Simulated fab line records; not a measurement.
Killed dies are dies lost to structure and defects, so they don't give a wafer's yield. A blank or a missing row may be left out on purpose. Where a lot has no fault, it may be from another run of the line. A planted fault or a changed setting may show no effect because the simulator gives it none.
fab line records	flow nandHarc
record lots=24	wafers=72	lastDay=25
route steps=1159 shown A_STAIRCASE@597
lots that met no fault: from a run of the same line without faults
startH: start of the lot's first displayed wafer, in hours after the record's first day	waitH: hours elapsed since this lot's preceding step	" the same as in the row above	L1.1+2: a single row standing in for several wafers	- no value, or no start was given	* or withheld: withheld	< > ~ a bound
route shown NAME@n: names a module that has steps shown in the file, with the first one's number in the route	usual: mean/standard deviation taken from wafers without a fault	same: alike in all rows	chamber/n: place in a boat	sites: per-site readings	_std_site: the values' standard deviation	_edge_site: inner sites' mean taken away from outer sites' mean	radiusMm: how far each site lies from the wafer's centre	mask NAME#n: copy n	behind: the most recent tool/chamber to have shaped the wafer	hold: cause of the lot's hold/its duration in hours/its outcome	device: transistor that didn't switch, given as n, p or np	end of line: the route-end tests of the same wafers	a step without rows: its recipe alone	killed: not the wafer's yield, but the dies lost to structure and defects at the first sort	map: the dies of a wafer, with x for killed, . for not killed, _ for no die there
set.NAME: the setting that was run; set.NAME@STEP: the one run at that earlier step	model.NAME: the simulator's own value behind a step, which no gauge read
a sample of lots followed through the steps of the route, with each step as a table and each wafer as a row
services: when a tool's chamber went out of use (startH, in hours from the record's first day, below 0 if earlier), for how many hours, and the reason
## steps
# step NHARC_A_STAIRCASE_ETCH_203
# recipe targetDepthA=1000	timeS=40.5	ionEnergyEv=400	c4f8FlowSccm=20	o2FlowSccm=10	arFlowSccm=withheld	rfW=600	biasW=1000	chemistry=C4F8/O2
# usual oesProductAu=0.939/0.015	rfVppV=899/5.3
lot.wafer	tool	chamber	startH	waitH	oesProductAu	rfHoursCounterH	rfVppV
L074.3	rieDiel-01	0	-	-	0.953	35	901
L074.1	"	2	"	"	0.953	33	886
L074.6	"	0	"	"	0.948	-	901
L075.3	rieDiel-01	0	-	-	0.941	43	900
L075.2	"	3	"	"	0.916	45	901
L075.5	"	3	"	"	0.923	-	902
L076.2	rieDiel-01	3	-	-	0.935	45	901
L076.6	"	2	"	"	0.957	-	888
L076.4	"	0	"	"	0.966	-	900
L077.4	rieDiel-10	1	-	-	0.946	26	897
L077.3	"	2	"	"	0.941	29	907
L077.6	"	1	"	"	0.947	-	898
L078.4	rieDiel-09	2	-	-	0.953	1	906
L078.2	"	3	"	"	0.947	1	902
L078.5	"	2	"	"	0.956	-	904
L079.2	rieDiel-10	2	-	-	0.948	35	905
L079.3	"	0	"	"	0.923	34	894
L079.4	"	1	"	"	0.946	32	898
L080.2	rieDiel-09	2	-	-	0.952	5	904
L080.3	"	3	"	"	0.960	5	903
L080.5	"	0	"	"	0.917	-	898
L081.1	rieDiel-01	3	-	-	0.920	55	901
L081.3	"	0	"	"	0.940	54	901
L081.5	"	2	"	"	0.943	-	888
L082.1	rieDiel-10	3	-	-	0.945	48	906
L082.3	"	2	"	"	0.932	41	904
L082.5	"	3	"	"	0.931	-	906
L083.3	rieDiel-01	3	-	-	0.907	62	901
L083.1	"	0	"	"	0.948	60	901
L083.6	"	3	"	"	0.911	-	901
L084.4	rieDiel-01	2	-	-	0.953	60	887
L084.3	"	0	"	"	0.959	60	901
L084.6	"	2	"	"	0.938	-	887
L085.4	rieDiel-09	1	-	-	0.954	20	897
L085.2	"	2	"	"	0.944	19	905
L085.1	"	3	"	"	0.946	18	902
L088.2	rieDiel-01	3	-	-	0.944	1	901
L088.4	"	0	"	"	0.957	1	900
L088.5	"	3	"	"	0.939	-	900
L087.3	rieDiel-01	0	-	-	0.961	1	900
L087.2	"	1	"	"	0.924	1	900
L087.5	"	1	"	"	0.914	-	900
L086.1	rieDiel-01	0	-	-	0.959	3	900
L086.3	"	2	"	"	0.941	3	887
L086.6	"	3	"	"	0.945	-	900
L092.3	rieDiel-01	2	-	-	0.919	6	887
L092.1	"	3	"	"	0.933	6	900
L092.4	"	0	"	"	0.944	6	901
L090.2	rieDiel-10	3	-	-	0.926	67	905
L090.6	"	3	"	"	0.923	-	906
L090.5	"	0	"	"	0.942	-	893
L089.3	rieDiel-09	2	-	-	0.922	27	906
L089.1	"	3	"	"	0.942	27	901
L089.6	"	1	"	"	0.911	-	896
L091.3	rieDiel-01	3	-	-	0.950	8	899
L091.1	"	1	"	"	0.912	8	899
L091.6	"	0	"	"	0.955	-	901
L093.1	rieDiel-09	0	-	-	0.914	36	900
L093.5	"	2	"	"	0.930	-	903
L093.6	"	3	"	"	0.941	-	901
L094.4	rieDiel-09	1	-	-	0.926	38	897
L094.1	"	3	"	"	0.932	34	901
L094.2	"	0	"	"	0.911	36	899
L095.4	rieDiel-10	2	-	-	0.945	1	904
L095.3	"	3	"	"	0.929	1	904
L095.1	"	0	"	"	0.945	1	894
L097.4	rieDiel-01	0	-	-	0.962	21	901
L097.2	"	1	"	"	0.922	22	897
L097.5	"	3	"	"	0.949	-	899
L096.2	rieDiel-01	3	-	-	0.964	26	899
L096.5	"	0	"	"	0.958	-	900
L096.6	"	1	"	"	0.947	-	898
# step NHARC_A_STAIRCASE_STRIP_205
# recipe powerW=1500	tempC=250	chemistry=O2
# usual drypumpMotorCurrentA=5.6/0.32	heaterPowerW=322/24
lot.wafer	tool	chamber	startH	waitH	drypumpMotorCurrentA	heaterPowerW	rfHoursCounterH
L074.1	plasmaAsher-01	0	228.56	0.1	5.4	357	45
L074.3	"	1	"	"	6.1	299	-
L074.6	"	1	"	"	6.1	297	-
L075.2	plasmaAsher-02	0	254.39	0.1	5.2	338	21
L075.3	"	0	"	"	5.2	333	-
L075.5	"	0	"	"	5.3	344	-
L076.2	plasmaAsher-01	0	254.76	0.1	5.4	346	53
L076.4	"	0	"	"	5.4	356	-
L076.6	"	0	"	"	5.4	358	-
L077.3	plasmaAsher-02	1	255.11	0.2	5.7	290	-
L077.4	"	0	"	"	5.3	349	-
L077.6	"	1	"	"	5.6	297	-
L078.2	plasmaAsher-02	1	268.19	0.1	5.7	292	27
L078.4	"	1	"	"	5.7	289	-
L078.5	"	0	"	"	5.3	350	-
L079.2	plasmaAsher-01	1	268.78	0.1	6.1	297	59
L079.4	"	1	"	"	6.1	297	-
L079.3	"	0	"	"	5.3	351	-
L080.2	plasmaAsher-02	0	277.56	0.1	5.2	341	31
L080.3	"	0	"	"	5.2	340	-
L080.5	"	0	"	"	5.3	347	-
L081.1	plasmaAsher-02	1	278.25	0.1	5.7	292	31
L081.3	"	1	"	"	5.7	291	-
L081.5	"	1	"	"	5.6	297	-
L082.1	plasmaAsher-01	1	293.13	0.1	6.0	315	1
L082.3	"	0	"	"	5.4	343	-
L082.5	"	1	"	"	6.1	314	-
L083.1	plasmaAsher-02	0	301.79	0.1	5.3	342	39
L083.3	"	0	"	"	5.3	343	-
L083.6	"	0	"	"	5.2	348	-
L084.4	plasmaAsher-01	1	302.29	0.2	6.1	319	-
L084.3	"	0	"	"	5.4	349	-
L084.6	"	0	"	"	5.4	349	-
L085.2	plasmaAsher-01	1	319.79	0.1	6.1	316	8
L085.1	"	0	"	"	5.3	359	8
L085.4	"	0	"	"	5.4	350	-
L088.2	plasmaAsher-02	0	326.78	0.1	5.3	340	45
L088.4	"	0	"	"	5.3	343	-
L088.5	"	1	"	"	5.6	290	-
L087.2	plasmaAsher-02	0	327.01	0.2	5.3	351	46
L087.3	"	0	"	"	5.3	339	-
L087.5	"	1	"	"	5.7	290	-
L086.1	plasmaAsher-02	0	330.91	0.1	5.2	343	47
L086.3	"	0	"	"	5.2	344	-
L086.6	"	1	"	"	5.6	294	-
L092.1	plasmaAsher-02	0	339.29	0.1	5.3	343	50
L092.4	"	0	"	"	5.3	330	-
L092.3	"	1	"	"	5.7	292	-
L090.2	plasmaAsher-01	0	342.65	0.1	5.3	346	16
L090.5	"	1	"	"	6.1	317	-
L090.6	"	0	"	"	5.4	348	-
L089.1	plasmaAsher-02	0	342.67	0.1	5.2	335	51
L089.3	"	0	"	"	5.3	346	-
L089.6	"	1	"	"	5.6	298	-
L091.1	plasmaAsher-01	1	343.21	0.1	6.1	318	17
L091.3	"	1	"	"	6.1	320	-
L091.6	"	0	"	"	5.4	346	-
L093.1	plasmaAsher-01	1	364.90	1.5	6.1	322	25
L093.5	"	1	"	"	6.1	320	-
L093.6	"	0	"	"	5.4	354	-
L094.2	plasmaAsher-01	1	365.18	1.5	6.1	315	25
L094.1	"	0	"	"	5.3	352	25
L094.4	"	1	"	"	6.1	307	-
L095.1	plasmaAsher-01	1	366.83	0.7	6.1	311	27
L095.3	"	1	"	"	6.1	317	-
L095.4	"	0	"	"	5.4	347	-
L097.2	plasmaAsher-02	1	375.81	0.2	5.7	291	3
L097.4	"	0	"	"	5.3	322	-
L097.5	"	0	"	"	5.3	314	-
L096.2	plasmaAsher-02	1	384.30	0.1	5.6	301	5
L096.5	"	0	"	"	5.2	318	-
L096.6	"	1	"	"	5.7	290	-
# step NHARC_A_STAIRCASE_ETCH_221
# recipe targetDepthA=1000	timeS=40.5	ionEnergyEv=400	c4f8FlowSccm=20	o2FlowSccm=10	arFlowSccm=withheld	rfW=600	biasW=1000	chemistry=C4F8/O2
# usual oesProductAu=0.934/0.017	rfVppV=899/5
lot.wafer	tool	chamber	startH	waitH	oesProductAu	rfHoursCounterH	rfVppV
L074.3	rieDiel-01	1	-	-	0.961	33	899
L074.1	"	2	"	"	0.951	34	888
L074.6	"	2	"	"	0.951	-	886
L075.3	rieDiel-01	2	-	-	0.945	43	889
L075.2	"	3	"	"	0.920	45	901
L075.5	"	2	"	"	0.937	-	889
L076.4	rieDiel-01	1	-	-	0.942	36	899
L076.2	"	2	"	"	0.930	43	887
L076.6	"	0	"	"	0.947	-	901
L077.4	rieDiel-10	1	-	-	0.944	27	898
L077.3	"	3	"	"	0.938	31	905
L077.6	"	0	"	"	0.928	-	896
L078.4	rieDiel-10	3	-	-	0.933	37	905
L078.2	"	0	"	"	0.913	34	895
L078.5	"	1	"	"	0.922	-	898
L079.4	rieDiel-09	2	-	-	0.946	2	904
L079.3	"	0	"	"	0.922	2	899
L079.2	"	1	"	"	0.944	2	896
L080.3	rieDiel-09	3	-	-	0.960	5	901
L080.2	"	0	"	"	0.931	6	898
L080.5	"	2	"	"	0.952	-	904
L081.3	rieDiel-10	2	-	-	0.949	40	904
L081.1	"	3	"	"	0.941	43	905
L081.5	"	0	"	"	0.915	-	895
L082.1	rieDiel-10	3	-	-	0.930	48	906
L082.3	"	0	"	"	0.912	43	894
L082.5	"	1	"	"	0.929	-	899
L083.1	rieDiel-10	3	-	-	0.926	51	905
L083.3	"	1	"	"	0.951	45	896
L083.6	"	0	"	"	0.920	-	894
L084.4	rieDiel-09	1	-	-	0.926	14	897
L084.3	"	3	"	"	0.958	12	901
L084.6	"	0	"	"	0.908	-	898
L085.2	rieDiel-09	0	-	-	0.916	20	898
L085.1	"	1	"	"	0.931	21	896
L085.4	"	2	"	"	0.922	20	905
L088.4	rieDiel-01	3	-	-	0.935	1	900
L088.2	"	0	"	"	0.952	1	902
L088.5	"	2	"	"	0.924	-	887
L087.2	rieDiel-01	2	-	-	0.910	1	887
L087.3	"	0	"	"	0.940	1	901
L087.5	"	2	"	"	0.914	-	886
L086.1	rieDiel-10	3	-	-	0.919	63	904
L086.3	"	2	"	"	0.910	57	905
L086.6	"	3	"	"	0.918	-	905
L092.3	rieDiel-10	3	-	-	0.910	66	905
L092.1	"	0	"	"	0.899	60	896
L092.4	"	1	"	"	0.912	59	898
L090.2	rieDiel-01	2	-	-	0.918	8	887
L090.6	"	2	"	"	0.915	-	888
L090.5	"	3	"	"	0.950	-	898
L089.3	rieDiel-01	3	-	-	0.945	8	900
L089.1	"	1	"	"	0.907	8	899
L089.6	"	3	"	"	0.941	-	900
L091.3	rieDiel-09	3	-	-	0.965	27	903
L091.1	"	0	"	"	0.927	30	897
L091.6	"	1	"	"	0.937	-	897
L093.1	rieDiel-09	2	-	-	0.937	36	905
L093.5	"	1	"	"	0.925	-	895
L093.6	"	2	"	"	0.950	-	904
L094.4	rieDiel-01	1	-	-	0.939	19	899
L094.1	"	2	"	"	0.942	20	887
L094.2	"	0	"	"	0.971	18	902
L095.1	rieDiel-09	1	-	-	0.929	39	896
L095.3	"	2	"	"	0.939	37	903
L095.4	"	0	"	"	0.927	37	898
L097.2	rieDiel-09	3	-	-	0.949	39	902
L097.4	"	1	"	"	0.931	42	895
L097.5	"	2	"	"	0.945	-	905
L096.2	rieDiel-10	3	-	-	0.929	9	904
L096.5	"	0	"	"	0.943	-	894
L096.6	"	1	"	"	0.931	-	898
# step NHARC_A_STAIRCASE_HM_DEP_456
# recipe targetThkA=15000	tempC=400	material=aC
# usual throttleValvePct=34.999/0.009
lot.wafer	tool	chamber	startH	waitH	throttleValvePct
L074.1	aclDep-02	0	237.13	-	34.991
L074.3	"	0	"	"	35.000
L074.6	"	0	"	"	34.997
L076.2	aclDep-01	0	261.42	-	35.006
L076.4	"	0	"	"	34.994
L076.6	"	0	"	"	34.983
L075.2	aclDep-03	0	261.70	-	35.016
L075.3	"	0	"	"	35.001
L075.5	"	0	"	"	35.000
L077.3	aclDep-01	0	265.48	-	34.998
L077.4	"	0	"	"	34.979
L077.6	"	0	"	"	35.011
L078.2	aclDep-02	0	277.25	-	35.013
L078.4	"	0	"	"	34.982
L078.5	"	0	"	"	34.995
L079.2	aclDep-01	0	278.50	-	34.996
L079.3	"	0	"	"	34.995
L079.4	"	0	"	"	35.004
L081.1	aclDep-02	0	290.39	-	35.001
L081.3	"	0	"	"	35.002
L081.5	"	0	"	"	34.982
L080.2	aclDep-03	0	291.06	-	34.993
L080.3	"	0	"	"	35.004
L080.5	"	0	"	"	35.002
L082.1	aclDep-01	0	308.62	-	35.002
L082.3	"	0	"	"	34.987
L082.5	"	0	"	"	34.996
L083.1	aclDep-01	0	311.09	-	35.006
L083.3	"	0	"	"	34.987
L083.6	"	0	"	"	35.002
L084.3	aclDep-02	0	312.90	-	35.009
L084.4	"	0	"	"	35.002
L084.6	"	0	"	"	34.997
L085.1	aclDep-01	0	326.70	-	34.994
L085.2	"	0	"	"	34.997
L085.4	"	0	"	"	34.993
L088.2	aclDep-01	0	333.84	-	34.995
L088.4	"	0	"	"	35.000
L088.5	"	0	"	"	35.001
L087.2	aclDep-03	0	334.13	-	35.009
L087.3	"	0	"	"	35.000
L087.5	"	0	"	"	34.993
L086.1	aclDep-01	0	337.94	-	35.001
L086.3	"	0	"	"	35.002
L086.6	"	0	"	"	34.993
L092.1	aclDep-01	0	346.19	-	34.991
L092.3	"	0	"	"	34.987
L092.4	"	0	"	"	34.999
L089.1	aclDep-01	0	349.82	-	34.989
L089.3	"	0	"	"	35.000
L089.6	"	0	"	"	35.003
L090.2	aclDep-03	0	349.96	-	34.995
L090.5	"	0	"	"	34.997
L090.6	"	0	"	"	34.998
L091.1	aclDep-03	0	351.50	-	34.999
L091.3	"	0	"	"	34.998
L091.6	"	0	"	"	35.012
L093.1	aclDep-03	0	372.06	-	34.992
L093.5	"	0	373.29	-	34.993
L093.6	"	0	"	"	34.997
L094.1	aclDep-02	0	372.76	-	34.985
L094.2	"	0	"	"	35.010
L094.4	"	0	"	"	35.004
L095.1	aclDep-03	0	373.91	-	35.004
L095.3	"	0	"	"	35.002
L095.4	"	0	"	"	34.997
L097.2	aclDep-03	0	384.26	-	35.003
L097.4	"	0	"	"	34.997
L097.5	"	0	"	"	34.997
L096.2	aclDep-02	0	392.24	-	35.000
L096.5	"	0	"	"	35.000
L096.6	"	0	"	"	34.999
# step NHARC_A_STAIRCASE_ETCH_452
# recipe targetDepthA=300	overetchA=30	timeS=16.5	ionEnergyEv=100	cf4FlowSccm=80	o2FlowSccm=20	arFlowSccm=0	rfW=300	biasW=100	chemistry=CF4/O2
# usual cf4FlowSccm=80.0/0.34	drypumpMotorCurrentA=5.7/0.46	oes_ar_750_au=0.999/0.0045	oesProductAu=0.996/0.014	rfVppV=198.5/1.3	showerheadPlenumPTorr=1.37/0.054	throttleValvePct=13.398/0.0095
lot.wafer	tool	chamber	startH	waitH	cf4FlowSccm	drypumpMotorCurrentA	oes_ar_750_au	oesProductAu	rfHoursCounterH	rfVppV	showerheadPlenumPTorr	throttleValvePct
L074.3	rieDiel-10	2	-	-	80.3	6.6	1.000	0.990	23	200.8	1.44	13.398
L074.1	"	3	"	"	80.3	5.0	1.006	0.985	24	199.2	1.44	13.393
L074.6	"	0	"	"	79.8	6.1	1.004	0.983	-	197.2	1.32	13.394
L076.4	rieDiel-10	2	-	-	80.0	6.6	0.995	1.006	33	200.4	1.44	13.398
L076.2	"	3	"	"	79.4	5.0	1.003	0.988	35	200.6	1.44	13.399
L076.6	"	0	"	"	80.1	6.0	1.003	0.983	-	197.1	1.32	13.395
L075.3	rieDiel-10	1	-	-	80.3	5.8	0.995	0.992	31	198.3	1.35	13.398
L075.2	"	2	"	"	79.9	6.6	0.997	0.992	34	199.1	1.44	13.387
L075.5	"	1	"	"	80.4	5.8	0.996	0.994	-	198.6	1.35	13.417
L077.3	rieDiel-01	2	-	-	80.1	6.2	1.002	0.995	49	196.2	1.24	13.393
L077.4	"	2	"	"	79.9	6.2	0.996	0.997	-	196.6	1.24	13.401
L077.6	"	3	"	"	79.6	5.7	1.002	0.976	-	198.0	1.38	13.395
L078.4	rieDiel-01	1	-	-	79.7	5.7	0.993	1.005	43	198.9	1.38	13.406
L078.2	"	2	"	"	79.9	6.2	0.999	1.005	53	196.9	1.24	13.393
L078.5	"	3	"	"	80.2	5.6	0.999	0.985	-	197.7	1.38	13.402
L079.2	rieDiel-10	2	-	-	80.0	6.6	0.990	1.006	40	200.5	1.44	13.396
L079.3	"	0	"	"	80.0	6.1	0.999	0.983	38	198.1	1.32	13.378
L079.4	"	1	"	"	79.9	5.7	1.000	0.997	36	197.9	1.35	13.410
L081.1	rieDiel-01	3	-	-	80.2	5.6	1.003	0.982	61	200.0	1.38	13.405
L081.3	"	1	"	"	80.0	5.7	0.999	1.016	46	197.8	1.37	13.409
L081.5	"	2	"	"	79.8	6.3	1.001	1.001	-	194.8	1.24	13.391
L080.3	rieDiel-09	0	-	-	80.0	5.9	1.001	0.973	9	198.2	1.37	13.408
L080.2	"	2	"	"	79.6	5.8	0.993	0.996	10	200.9	1.43	13.404
L080.5	"	3	"	"	79.9	5.1	0.994	1.006	-	200.7	1.40	13.388
L082.3	rieDiel-01	0	-	-	79.7	5.2	0.999	1.005	61	199.5	1.39	13.387
L082.1	"	2	"	"	79.9	6.2	0.996	1.002	61	195.4	1.24	13.401
L082.5	"	0	"	"	79.9	5.2	0.996	1.004	-	199.7	1.39	13.406
L083.1	rieDiel-10	3	-	-	80.2	5.0	1.002	0.983	53	199.7	1.43	13.408
L083.3	"	0	"	"	79.6	6.0	1.006	0.986	49	197.4	1.32	13.408
L083.6	"	2	"	"	80.0	6.6	0.995	0.991	-	198.4	1.44	13.417
L084.3	rieDiel-09	3	-	-	79.7	5.1	1.002	1.007	16	199.7	1.40	13.387
L084.4	"	0	"	"	80.2	5.9	1.001	0.973	17	197.2	1.37	13.387
L084.6	"	3	"	"	80.1	5.1	1.004	1.004	-	199.7	1.40	13.399
L085.2	rieDiel-09	1	-	-	79.8	5.8	0.991	0.996	26	197.8	1.34	13.396
L085.4	"	2	"	"	79.9	5.8	0.994	0.996	23	199.6	1.43	13.385
L085.1	"	0	"	"	80.6	5.9	1.003	0.974	24	198.9	1.36	13.411
L088.4	rieDiel-10	2	-	-	80.1	6.6	0.994	0.986	58	200.4	1.43	13.380
L088.2	"	1	"	"	80.4	5.8	1.002	0.987	57	198.0	1.35	13.405
L088.5	"	3	"	"	79.6	5.0	0.994	0.992	-	199.6	1.43	13.402
L087.3	rieDiel-10	0	-	-	79.7	6.0	1.002	0.987	59	198.3	1.32	13.401
L087.2	"	1	"	"	80.2	5.8	0.997	0.996	58	198.5	1.35	13.387
L087.5	"	1	"	"	80.2	5.8	0.988	0.999	-	198.5	1.35	13.391
L086.1	rieDiel-09	2	-	-	79.6	5.8	0.995	0.993	27	198.2	1.43	13.401
L086.3	"	0	"	"	80.5	5.9	1.000	0.973	28	198.6	1.36	13.395
L086.6	"	2	"	"	79.4	5.8	0.994	0.991	-	198.8	1.43	13.405
L092.1	rieDiel-01	3	-	-	80.3	5.6	0.996	1.017	10	197.9	1.38	13.388
L092.3	"	0	"	"	79.5	5.2	1.002	1.016	10	197.9	1.38	13.400
L092.4	"	1	"	"	80.2	5.7	0.994	0.982	11	198.6	1.37	13.400
L090.2	rieDiel-01	2	-	-	80.1	6.2	1.007	0.990	11	195.5	1.24	13.389
L090.6	"	0	"	"	80.3	5.2	1.000	1.023	-	198.6	1.38	13.426
L090.5	"	1	"	"	80.1	5.7	0.992	0.973	-	199.1	1.37	13.402
L089.3	rieDiel-09	0	-	-	79.9	5.9	1.002	0.968	32	196.9	1.36	13.407
L089.1	"	1	"	"	80.2	5.7	1.003	0.978	33	197.4	1.34	13.397
L089.6	"	1	"	"	79.6	5.8	0.999	0.975	-	197.2	1.34	13.396
L091.1	rieDiel-01	0	-	-	79.5	5.2	1.002	1.021	12	199.3	1.38	13.409
L091.3	"	1	"	"	79.6	5.7	1.001	0.988	12	199.4	1.37	13.411
L091.6	"	3	"	"	80.2	5.6	1.005	1.018	-	198.0	1.38	13.391
L093.1	rieDiel-01	2	-	-	80.2	6.2	1.000	0.991	23	196.2	1.24	13.387
L093.5	"	3	"	"	80.0	5.6	1.002	1.013	-	198.5	1.38	13.396
L093.6	"	0	"	"	79.6	5.2	0.996	1.017	-	198.3	1.38	13.403
L094.1	rieDiel-10	1	-	-	79.9	5.8	0.998	1.008	5	198.8	1.35	13.411
L094.2	"	2	"	"	80.1	6.6	1.005	0.995	5	200.0	1.43	13.392
L094.4	"	3	"	"	80.2	5.0	0.991	0.987	4	199.1	1.43	13.399
L095.4	rieDiel-10	1	-	-	80.0	5.8	1.003	1.005	5	197.7	1.35	13.388
L095.3	"	2	"	"	79.7	6.6	1.005	0.995	5	199.3	1.43	13.406
L095.1	"	3	"	"	80.0	5.0	0.997	0.988	5	199.5	1.43	13.391
L097.4	rieDiel-01	2	-	-	80.4	6.2	1.003	0.983	28	195.3	1.24	13.394
L097.2	"	3	"	"	79.5	5.6	1.005	1.006	27	197.6	1.38	13.401
L097.5	"	1	"	"	80.0	5.7	0.999	0.987	-	198.1	1.37	13.394
L096.2	rieDiel-01	2	-	-	80.1	6.3	1.009	0.996	31	196.9	1.24	13.403
L096.5	"	1	"	"	80.0	5.7	1.003	1.000	-	197.9	1.37	13.386
L096.6	"	2	"	"	79.7	6.2	0.998	0.986	-	196.2	1.24	13.392
# step NHARC_A_STAIRCASE_DESCUM_312
# recipe timeS=3	o2FlowSccm=200	arFlowSccm=0	biasPowerW=0	chemistry=O2
# usual drypumpMotorCurrentA=5.7/0.42	oesProductAu=0.996/0.015	rfVppV=57.9/0.9	showerheadPlenumPTorr=1.97/0.074	throttleValvePct=11.312/0.01
# same biasPowerW=0
lot.wafer	tool	chamber	startH	waitH	drypumpMotorCurrentA	oesProductAu	rfHoursCounterH	rfVppV	showerheadPlenumPTorr	throttleValvePct
L074.3	rieDiel-09	2	245.22	-	5.8	1.003	56	58.4	2.06	11.313
L074.1	"	0	"	"	6.0	0.988	57	58.0	1.96	11.324
L074.6	"	2	"	"	5.8	1.003	-	56.8	2.06	11.283
L076.2	rieDiel-09	1	268.98	-	5.8	0.993	2	58.6	1.93	11.327
L076.4	"	3	"	"	5.1	1.018	1	58.4	2.02	11.304
L076.6	"	0	"	"	5.9	0.981	-	56.9	1.96	11.310
L075.2	rieDiel-01	2	270.09	-	6.3	1.005	50	57.3	1.78	11.304
L075.3	"	3	"	"	5.6	0.989	52	58.2	1.99	11.319
L075.5	"	0	"	"	5.2	1.005	-	57.5	1.99	11.318
L077.3	rieDiel-10	3	273.36	-	5.0	0.982	40	59.4	2.06	11.311
L077.4	"	1	"	"	5.7	1.004	34	56.3	1.94	11.299
L077.6	"	3	"	"	5.0	0.989	-	57.9	2.06	11.316
L078.2	rieDiel-01	0	286.44	-	5.2	1.004	57	57.9	1.99	11.322
L078.4	"	1	"	"	5.7	1.002	45	57.9	1.97	11.304
L078.5	"	0	"	"	5.2	1.009	-	58.2	1.99	11.308
L079.2	rieDiel-10	3	287.42	-	5.0	0.992	45	58.2	2.06	11.301
L079.3	"	0	"	"	6.1	0.975	41	57.5	1.89	11.325
L079.4	"	1	"	"	5.8	0.987	-	58.8	1.94	11.324
L081.3	rieDiel-09	0	302.87	-	6.0	0.986	12	59.6	1.96	11.311
L081.1	"	1	"	"	5.7	0.990	14	58.0	1.93	11.299
L081.5	"	3	"	"	5.1	1.017	-	57.8	2.01	11.310
L080.3	rieDiel-01	3	303.24	-	5.6	0.971	63	58.4	1.98	11.321
L080.2	"	2	"	"	6.2	0.987	60	55.9	1.78	11.309
L080.5	"	3	"	"	5.6	0.973	-	58.6	1.98	11.288
L082.1	rieDiel-10	1	316.90	-	5.8	0.996	49	56.9	1.94	11.302
L082.3	"	0	"	"	6.1	0.986	50	56.8	1.89	11.314
L082.5	"	1	"	"	5.8	0.992	-	57.6	1.94	11.315
L083.3	rieDiel-09	1	320.54	-	5.8	0.995	21	58.0	1.93	11.306
L083.1	"	2	"	"	5.8	1.001	19	59.4	2.05	11.320
L083.6	"	1	"	"	5.8	0.987	-	58.1	1.93	11.312
L084.4	rieDiel-09	2	321.52	-	5.8	0.991	20	57.7	2.05	11.321
L084.3	"	3	"	"	5.1	1.001	19	60.3	2.01	11.313
L084.6	"	3	"	"	5.1	0.991	-	58.3	2.01	11.316
L085.4	rieDiel-09	3	334.71	-	5.1	1.013	24	58.7	2.01	11.323
L085.2	"	1	"	"	5.8	0.996	28	56.3	1.92	11.307
L085.1	"	2	"	"	5.8	0.988	25	58.2	2.05	11.310
L088.4	rieDiel-09	2	343.07	-	5.8	0.995	27	59.7	2.05	11.298
L088.2	"	3	"	"	5.1	1.008	27	57.2	2.01	11.295
L088.5	"	1	"	"	5.8	0.991	-	58.0	1.92	11.316
L087.3	rieDiel-01	0	344.17	-	5.2	1.028	8	58.9	1.99	11.323
L087.2	"	2	"	"	6.2	0.977	8	56.7	1.77	11.309
L087.5	"	1	"	"	5.7	0.986	-	57.5	1.97	11.301
L086.1	rieDiel-10	1	346.72	-	5.8	0.986	61	57.0	1.93	11.314
L086.3	"	2	"	"	6.5	0.994	63	57.8	2.06	11.307
L086.6	"	2	"	"	6.6	0.988	-	58.3	2.06	11.291
L092.1	rieDiel-09	0	355.02	-	5.9	0.975	32	58.5	1.95	11.297
L092.4	"	1	"	"	5.7	0.985	34	57.6	1.92	11.314
L092.3	"	2	"	"	5.8	0.990	31	59.0	2.04	11.315
L090.2	rieDiel-01	2	359.09	-	6.2	0.988	14	55.3	1.77	11.312
L090.5	"	2	"	"	6.2	0.994	-	57.1	1.77	11.302
L090.6	"	3	"	"	5.6	1.016	-	56.9	1.98	11.325
L089.3	rieDiel-01	0	359.27	-	5.2	1.020	14	56.7	1.98	11.303
L089.1	"	2	"	"	6.3	0.991	14	57.4	1.77	11.308
L089.6	"	3	"	"	5.7	1.014	-	59.7	1.98	11.314
L091.3	rieDiel-09	2	362.80	-	5.8	0.992	35	57.6	2.04	11.321
L091.1	"	0	"	"	5.9	0.965	36	57.6	1.95	11.312
L091.6	"	2	"	"	5.8	0.981	-	56.6	2.04	11.322
L093.1	rieDiel-09	3	380.89	-	5.1	1.006	41	57.1	2.00	11.321
L093.5	"	0	"	"	5.9	0.966	-	57.8	1.95	11.307
L093.6	"	1	"	"	5.7	0.985	-	58.4	1.92	11.292
L094.4	rieDiel-10	2	381.04	-	6.6	1.007	7	59.1	2.05	11.319
L094.1	"	3	"	"	5.0	1.002	6	58.1	2.05	11.322
L094.2	"	0	"	"	6.1	1.016	6	57.9	1.88	11.304
L095.4	rieDiel-10	3	383.21	-	5.0	0.988	6	59.5	2.05	11.325
L095.1	"	0	"	"	6.0	1.012	6	57.6	1.88	11.332
L095.3	"	1	"	"	5.8	1.015	7	58.4	1.93	11.318
L097.2	rieDiel-01	2	392.09	-	6.3	0.997	30	56.9	1.77	11.304
L097.4	"	0	"	"	5.2	1.017	30	58.9	1.98	11.317
L097.5	"	2	"	"	6.2	0.986	-	58.4	1.77	11.305
L096.2	rieDiel-01	1	403.97	-	5.7	0.994	35	57.4	1.96	11.304
L096.5	"	2	"	"	6.3	0.991	-	56.3	1.77	11.318
L096.6	"	3	"	"	5.6	1.017	-	57.8	1.97	11.311
## services
tool	chamber	startH	hours	kind
rieDiel-01	-	217.76	0.4	repair
rieDiel-01	0	220.30	-	clean
rieDiel-01	1	220.30	-	clean
rieDiel-01	2	220.30	-	clean
rieDiel-01	3	220.30	-	clean
aclDep-03	-	225.55	13.0	pm
rieDiel-01	1	242.19	13.4	repair
rieDiel-01	0	245.26	-	clean
rieDiel-01	2	245.26	-	clean
rieDiel-01	3	245.26	-	clean
rieDiel-01	0	269.76	-	clean
rieDiel-01	1	269.76	-	clean
rieDiel-01	2	269.76	-	clean
rieDiel-01	3	269.76	-	clean
plasmaAsher-01	-	276.00	9.0	pm
aclDep-01	-	280.99	9.9	repair
rieDiel-10	2	283.63	8.9	repair
rieDiel-01	0	294.77	-	clean
rieDiel-01	1	294.77	-	clean
aclDep-01	-	294.98	13.0	pm
rieDiel-01	-	316.11	9.0	pm
aclDep-02	-	352.33	13.0	pm
rieDiel-10	-	353.66	9.0	pm
plasmaAsher-02	-	360.40	9.0	pm
## key
fault none
